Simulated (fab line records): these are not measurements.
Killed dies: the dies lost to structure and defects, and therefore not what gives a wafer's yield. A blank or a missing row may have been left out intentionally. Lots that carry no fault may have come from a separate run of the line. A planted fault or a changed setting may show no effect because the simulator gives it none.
A lot that was struck, set against a sound lot + flow n5-finfet + 38 out of 1938 route steps
Sound: the wafers L381.3, L381.5, L381.6. Struck: wafers L372.1, L372.3, L372.5. The cause is named last.
At each step with rows: each side's tool, then ch and its chambers, then its first start. Under that, the readings that differ: sound wafers + struck wafers + difference of the means + sigmas: that difference in standard deviations of wafers without a fault.
alike: same words and numbers on both sides, and readings whose means sit less than 2 such deviations apart. not compared: any withheld reading, any reading some wafer has no value for, any bound like >300 that may hide the same value, and any number with overlapping values for which the record gives no deviation.
The two part at a step that has a row with sigmas, a row that says differs or no value, or rows on one side only. Non-overlapping numbers with no deviation appear without sigmas and do not part them. A reading that every wafer of one side lacks parts them only if that side has two wafers or more.

first, 9 steps without rows for these wafers: N5_SDB_COAT_04 (time 60 s, resist thk 18 nm); N5_SDB_COAT_05 (resist thk 90 nm); N5_SDB_EBR_07; N5_SDB_SOFTBAKE_06 (time 60 s); N5_SDB_EXPOSE_08 (exposes mask SDB); N5_SDB_PEB_09 (peb time 60 s); N5_SDB_DEVELOP_10 (develop time 30 s); N5_SDB_DESCUM_16 (chemistry O2, time 7.9 s); N5_SDB_ETCH_17 (etches SiARC in CF4, target depth 23.4 nm, time 39 s).
N5_SDB_ETCH_18: etches SOC in N2/H2, target depth 100 nm, overetch 20 nm, time 150 s.
  sound on rie-diel-02 ch 0,1,2, day 9 11:27; struck on rie-diel-05 ch 1,2, day 7 05:40
| reading                                | sound             | struck            | difference | sigmas |
|----------------------------------------|-------------------|-------------------|------------|--------|
| rf-fwd-power-W (W)                     | 841.7 836.7 837.7 | 634.5 637.6 636.2 | -202.6     | -75    |
| rf-vpp-V (V)                           | 524.9 523.7 522.0 | 572.1 569.9 570.8 | +47.4      | +36    |
| model.etch.depth-nm (nm)               | 99.69 99.66 100.1 | 96.46 97.5 97.05  | -2.81      |        |
| model.SiARC_of_SDB_COAT_04.thk-nm (nm) | 13 12.8 12.6      | 13.4 13.4 13.4    | +0.6       |        |
  alike: drypump-motor-current-A, oes-product-au, showerhead-plenum-p-Torr, throttle-valve-pct
  not compared: rf-hours-counter-h
then, 26 steps without rows for these wafers: N5_SDB_STRIP_19 (strips in N2/H2); N5_SDB_STRIP_21 (strips in CF4); N5_SDB_HM_OPEN_20 (chemistry CH3F/O2, target SiNx, stops on poly-Si, target depth 24 nm); N5_SDB_STRIP_22 (strips in N2/H2); N5_SDB_PRECLEAN_23 (cleans in dHF, time 30 s); N5_SDB_DUMMY_REMOVE_24 (chemistry TMAH, target poly-Si, stops on SiO2, target depth 142 nm, time 57 s, rinse time 30 s); N5_SDB_ETCH_25 (etches SiO2 in C4F6/O2, target depth 10 nm, time 3.3 s); N5_SDB_CUT_ETCH_26 (etches Si in HBr/Cl2/O2, target depth 129.6 nm, bt time 20 s, time 51.8 s); N5_SDB_PRECLEAN_38 (cleans in dHF, time 10 s); N5_SDB_PRECLEAN_39 (cleans in O3/DIW, time 45 s); N5_SDB_SRD_28 (time 30 s); N5_SDB_ALD_29 (deposits SiNx, target thk 30 nm, pulse time 1 s, ald cycles 600); N5_SDB_CMP_30 (polishes, stops on poly-Si, t overpolish 1.54 s, target thk 30 nm); N5_DUMMY_REMOVAL_HM_STRIP_01 (strips SiNx in CH3F/O2, stops on poly-Si, target depth 4 nm, time 6.8 s); N5_DUMMY_REMOVAL_STRIP_10 (strips in N2/H2, time 40 s); N5_DUMMY_REMOVAL_PRECLEAN_07 (cleans in dHF, time 30 s); N5_DUMMY_REMOVAL_DUMMY_REMOVE_02 (chemistry TMAH, target poly-Si, stops on SiO2, target depth 142 nm, time 57 s, rinse time 30 s); N5_DUMMY_REMOVAL_PRECLEAN_08 (cleans in NF3:NH3, afs cycles 2, time 20 s, sublimation time 60 s); N5_DUMMY_REMOVAL_PRECLEAN_04 (cleans in DHF, time 37 s); N5_DUMMY_REMOVAL_SRD_05 (time 30 s); N5_HKMG_FIN_IL_REGROW_00 (material SiO2, chemistry O3, target thk 0.75 nm, time 30 s); N5_HKMG_FIN_HK_ALD_01 (deposits HfO2, target thk 1.6 nm, pulse time 3 s, purge time 3 s); N5_HKMG_FIN_HK_ANNEAL_02 (time 30 s); N5_HKMG_FIN_ALD_74 (deposits La2O3, target thk 0.5 nm, pulse time 6 s, co reactant pulse time 1 s); N5_HKMG_FIN_ALD_75 (deposits Al2O3, target thk 1 nm, co reactant pulse time 1 s); N5_HKMG_FIN_COAT_41 (time 60 s, resist thk 300 nm).
-- the record jumps here: 5 days lie between the struck wafers' starts before and after (it left off in module HKMG_FIN and takes up again in module BEOL_M4, whose first step shown is number 1111 of the route) --
N5_BEOL_M4_RC_MEAS_101:
  sound on prober-02 ch 0, day 14 05:02; struck on prober-02 ch 0, day 11 18:33
| reading       | sound          | struck         | difference | sigmas |
|---------------|----------------|----------------|------------|--------|
| DIBL_P (mV/V) | 35.2 35.6 32.7 | 37.0 38.7 37.9 | +3.4       | +2     |
  alike: DIBL_N, IOFF_N, IOFF_P, ION_N, ION_P, SS_N, SS_P, VT_N, VT_P
-- a jump in the record: the struck wafers' starts before and after are 5 days apart (it breaks off in module BEOL_M4 and resumes in module PASSIVATION, where the first step shown is number 1936 of the route) --
N5_PASSIVATION_PROBE_49:
  record: rows for the struck wafers here (prober-02, day 16 15:07), none for the sound ones

## WHERE THEY PART
Last at N5_PASSIVATION_PROBE_49 as far as this record goes, first at N5_SDB_ETCH_18.

WHY: what the simulator had put in
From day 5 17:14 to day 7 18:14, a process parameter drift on rie-diel-05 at N5_SDB_ETCH_18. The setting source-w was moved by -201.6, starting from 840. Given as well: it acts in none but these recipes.
